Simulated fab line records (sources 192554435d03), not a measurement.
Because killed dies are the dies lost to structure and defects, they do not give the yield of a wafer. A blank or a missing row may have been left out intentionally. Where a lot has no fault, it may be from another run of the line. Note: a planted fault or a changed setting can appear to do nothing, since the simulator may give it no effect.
Chamber matching :: flow n5Finfet :: N5_BEOL_M8_CMP_52 on cmp-01 has 4 sister chambers
The step polishes, stops on SiCOH lowk, t overpolish 6.9 s, target thk 80 nm. 4 wafers are shown with their chamber, then 7 later ones without.

EACH WAFER AND ITS CHAMBER
wafer: L085.2
chamber: 0
motorCurrentA (A): 5.7

wafer: L086.2
chamber: 3
motorCurrentA (A): 6.4

wafer: L090.1
chamber: 2
motorCurrentA (A): 6.0

wafer: L090.3
chamber: 1
motorCurrentA (A): 5.7

WAFERS WHOSE CHAMBER IS MISSING
wafer: L092.1
motorCurrentA (A): 5.7

wafer: L092.2
motorCurrentA (A): 6.7

wafer: L095.1
motorCurrentA (A): 5.6

wafer: L095.3
motorCurrentA (A): 5.6

wafer: L095.4
motorCurrentA (A): 6.1

wafer: L097.1
motorCurrentA (A): 5.3

wafer: L097.4
motorCurrentA (A): 5.4

THE CHAMBER EACH PASSED THROUGH
wafer: L092.1
from the rows above: can't be placed: 0 or 1 or 2
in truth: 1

wafer: L092.2
from the rows above: can't be placed: 3 or 2
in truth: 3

wafer: L095.1
from the rows above: can't be placed: 0 or 1 or 2
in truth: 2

wafer: L095.3
from the rows above: can't be placed: 0 or 1 or 2
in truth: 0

wafer: L095.4
from the rows above: can't be placed: 2 or 3 or 0 or 1
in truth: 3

wafer: L097.1
from the rows above: can't be placed: 0 or 1 or 2
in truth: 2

wafer: L097.4
from the rows above: can't be placed: 0 or 1 or 2
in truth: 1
Correct placement for 0 of the 7. These rows do not allow placing 7 (true chamber among the candidates in 7). Placed wrongly: 0.
How it was worked out, from the rows above alone: a wafer's distance from a chamber is the root of the sum, over the readings, of the square of ((its reading less the chamber's mean) divided by the reading's scatter). The wafer belongs to the nearest chamber; if the next one is less than 2 further off, it can't be placed. A chamber's mean is the mean of its shown wafers. The scatter: with one shown wafer a chamber, the root of the mean of the squares of how far each hidden wafer lies from its nearest shown one.
